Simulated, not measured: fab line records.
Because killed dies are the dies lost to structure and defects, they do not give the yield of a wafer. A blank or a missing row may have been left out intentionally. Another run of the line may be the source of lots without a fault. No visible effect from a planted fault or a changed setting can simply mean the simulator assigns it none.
Chamber matching -- flow n5Finfet -- N5_BEOL_M9_STRIP_36 on rieDiel-05 has 4 sister chambers
The step strips in N2/H2. 4 wafers are shown with their chamber, then 12 later ones without.

WAFERS, EACH WITH ITS CHAMBER
wafer,chamber,showerheadPlenumPTorr (Torr)
L083.5,2,2.67
L086.3,3,2.49
L086.4,1,2.68
L086.5,0,2.47

WAFERS WHOSE CHAMBER IS MISSING
wafer,showerheadPlenumPTorr (Torr)
L087.1,2.67
L087.4,2.46
L087.5,2.49
L090.1,2.66
L090.2,2.49
L090.3,2.46
L089.1,2.49
L089.2,2.67
L089.4,2.46
L094.1,2.46
L094.2,2.66
L094.3,2.67

THE CHAMBER EACH PASSED THROUGH
wafer,from the rows above,in truth
L087.1,can't be placed: 2 or 1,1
L087.4,0,0
L087.5,3,3
L090.1,can't be placed: 2 or 1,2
L090.2,3,3
L090.3,0,0
L089.1,3,3
L089.2,can't be placed: 2 or 1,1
L089.4,0,0
L094.1,0,0
L094.2,can't be placed: 2 or 1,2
L094.3,can't be placed: 2 or 1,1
Correctly placed: 7 of 12. From these rows, 5 cannot be placed; in 5 the true chamber is one of the candidates. Wrongly placed: 0.
How it was worked out, from the rows above alone: a wafer's distance from a chamber is the root of the sum, over the readings, of the square of ((its reading less the chamber's mean) divided by the reading's scatter). If the next closest chamber is less than 2 further off than the closest, the wafer can't be placed; otherwise it belongs to the closest. The mean given for a chamber averages the wafers shown for that chamber. The scatter: root of mean squared gap, hidden wafer to nearest shown wafer, with one shown wafer a chamber.
